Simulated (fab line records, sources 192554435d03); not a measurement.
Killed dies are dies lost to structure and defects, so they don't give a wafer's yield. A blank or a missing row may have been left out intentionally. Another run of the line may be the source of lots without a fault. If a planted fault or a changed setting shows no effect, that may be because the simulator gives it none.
What tool caused it? / flow n5-finfet / 11 lots, 31 wafers sampled, at 4 steps of a route of 1938

## WHAT THE GAUGES READ, wafer by wafer
N5_MIM_TOP_LITHO_INSPECT_12: inspects for defects (macro).
lot=L562; measured=day 12 16:10; on=defect-inspect-01; raw-defect-count=2 1 3
lot=L561; measured=day 13 05:02; on=defect-inspect-01; raw-defect-count=4 4 1
lot=L563; measured=day 13 06:31; on=defect-inspect-02; raw-defect-count=1 7 0
lot=L565; measured=day 13 15:37; on=defect-inspect-02; raw-defect-count=0 3 2
lot=L569; measured=day 14 05:20; on=defect-inspect-02; raw-defect-count=>300 >300 >300
lot=L568; measured=day 14 14:55; on=defect-inspect-02; raw-defect-count=>300 >300 >300
lot=L580; measured=day 16 15:40; on=defect-inspect-01; raw-defect-count=3 0
lot=L581; measured=day 17 10:56; on=defect-inspect-01; raw-defect-count=3 2 1
lot=L582; measured=day 17 22:17; on=defect-inspect-01; raw-defect-count=3 2 1
lot=L584; measured=day 17 22:51; on=defect-inspect-02; raw-defect-count=2 3 0
lot=L583; measured=day 18 03:38; on=defect-inspect-02; raw-defect-count=2 3

## EACH LOT AND THE TOOL THAT RAN IT (in order: tool; ch and the chambers of the sampled wafers; start)
lot=L562; N5_BEOL_M15_CMP_49=cmp-01 ch 0,1,2, day 12 11:15; N5_MIM_TOP_ALD_02=ald-hk-01 ch 0,1,2, day 12 15:36 or earlier; N5_MIM_TOP_SPUTTER_03=pvd-sputter-01, day 12 15:36
lot=L561; N5_BEOL_M15_CMP_49=cmp-01 ch 2,3, day 12 23:05; N5_MIM_TOP_ALD_02=ald-hk-01 ch 0,2,3, day 13 04:35 or earlier; N5_MIM_TOP_SPUTTER_03=pvd-sputter-01, day 13 04:35
lot=L563; N5_BEOL_M15_CMP_49=cmp-02 ch 0,1,3, day 13 02:27; N5_MIM_TOP_ALD_02=ald-hk-02 ch 0,1,2, day 13 06:05 or earlier; N5_MIM_TOP_SPUTTER_03=pvd-sputter-03, day 13 06:05
lot=L565; N5_BEOL_M15_CMP_49=cmp-02 ch 1,2,3, day 13 12:44; N5_MIM_TOP_ALD_02=ald-hk-02 ch 0,1,2, day 13 15:11 or earlier; N5_MIM_TOP_SPUTTER_03=pvd-sputter-03, day 13 15:11
lot=L569; N5_BEOL_M15_CMP_49=cmp-04 ch 0,2,3, day 14 01:16; N5_MIM_TOP_ALD_02=ald-hk-01 ch 0,1, day 14 04:53 or earlier; N5_MIM_TOP_SPUTTER_03=pvd-sputter-03, day 14 04:53
lot=L568; N5_BEOL_M15_CMP_49=cmp-02 ch 0,2,3, day 14 08:58; N5_MIM_TOP_ALD_02=ald-hk-03 ch 1,2, day 14 14:21 or earlier; N5_MIM_TOP_SPUTTER_03=pvd-sputter-03, day 14 14:21
lot=L580; N5_BEOL_M15_CMP_49=cmp-01 ch 2, day 16 11:26; N5_MIM_TOP_ALD_02=ald-hk-02 ch 2,3, day 16 15:05 or earlier; N5_MIM_TOP_SPUTTER_03=pvd-sputter-02, day 16 15:05
lot=L581; N5_BEOL_M15_CMP_49=cmp-01 ch 0,2,3, day 17 05:50; N5_MIM_TOP_ALD_02=ald-hk-03 ch 0,2,3, day 17 10:30 or earlier; N5_MIM_TOP_SPUTTER_03=pvd-sputter-03, day 17 10:30
lot=L582; N5_BEOL_M15_CMP_49=cmp-04 ch 0,3, day 17 17:34; N5_MIM_TOP_ALD_02=ald-hk-02 ch 0,2,3, day 17 21:43 or earlier; N5_MIM_TOP_SPUTTER_03=pvd-sputter-03, day 17 21:43
lot=L584; N5_BEOL_M15_CMP_49=cmp-01 ch 0,1,3, day 17 19:02; N5_MIM_TOP_ALD_02=ald-hk-03 ch 0,1,2, day 17 22:25 or earlier; N5_MIM_TOP_SPUTTER_03=pvd-sputter-02, day 17 22:25
lot=L583; N5_BEOL_M15_CMP_49=cmp-01 ch 0, day 18 00:06; N5_MIM_TOP_ALD_02=ald-hk-03 ch 0, day 18 03:04 or earlier; N5_MIM_TOP_SPUTTER_03=pvd-sputter-02, day 18 03:04
- N5_BEOL_M15_CMP_49: polishes, stops on SiO2, t overpolish 4.9 s, target thk 850 nm.
- N5_MIM_TOP_ALD_02: deposits Al2O3, purge time 3 s, co reactant pulse time 3 s.
- N5_MIM_TOP_SPUTTER_03: material TiN, target thk 35 nm, time 89.7 s.

## THE ANSWER, worked out from the rows above alone
Rule: the lots themselves supply what counts as usual. Put in order of their means at a reading, lots are off if they are a third of the lots or fewer, leave a main group of 4 or more, and stand apart from it by a gap of 3 or more times the standard deviation of the main group's means; of several such gaps the widest counts. A main group whose means are all the same, to the digits that the tables above print for the reading, isn't used. A lot without any number at a reading at which 4 lots or more have one is off too. Any other lot the step has rows for is counted as sound.
Off, at N5_MIM_TOP_LITHO_INSPECT_12 on raw-defect-count: L569, L568. Without a number there: L569, L568. The main group has a mean of 2.1 with a standard deviation of 0.48.
If a tool, at a process step before that reading, ran all the lots that are off and no sound lot after the first of them, it fits. Those tools and the gauges at N5_MIM_TOP_LITHO_INSPECT_12 are tried in the same way. With no start given for some of its lots, N5_MIM_TOP_ALD_02 uses the hours and lot order of N5_MIM_TOP_SPUTTER_03. No candidate that was tried fits.

## WHAT THE SIMULATOR HAD INSERTED
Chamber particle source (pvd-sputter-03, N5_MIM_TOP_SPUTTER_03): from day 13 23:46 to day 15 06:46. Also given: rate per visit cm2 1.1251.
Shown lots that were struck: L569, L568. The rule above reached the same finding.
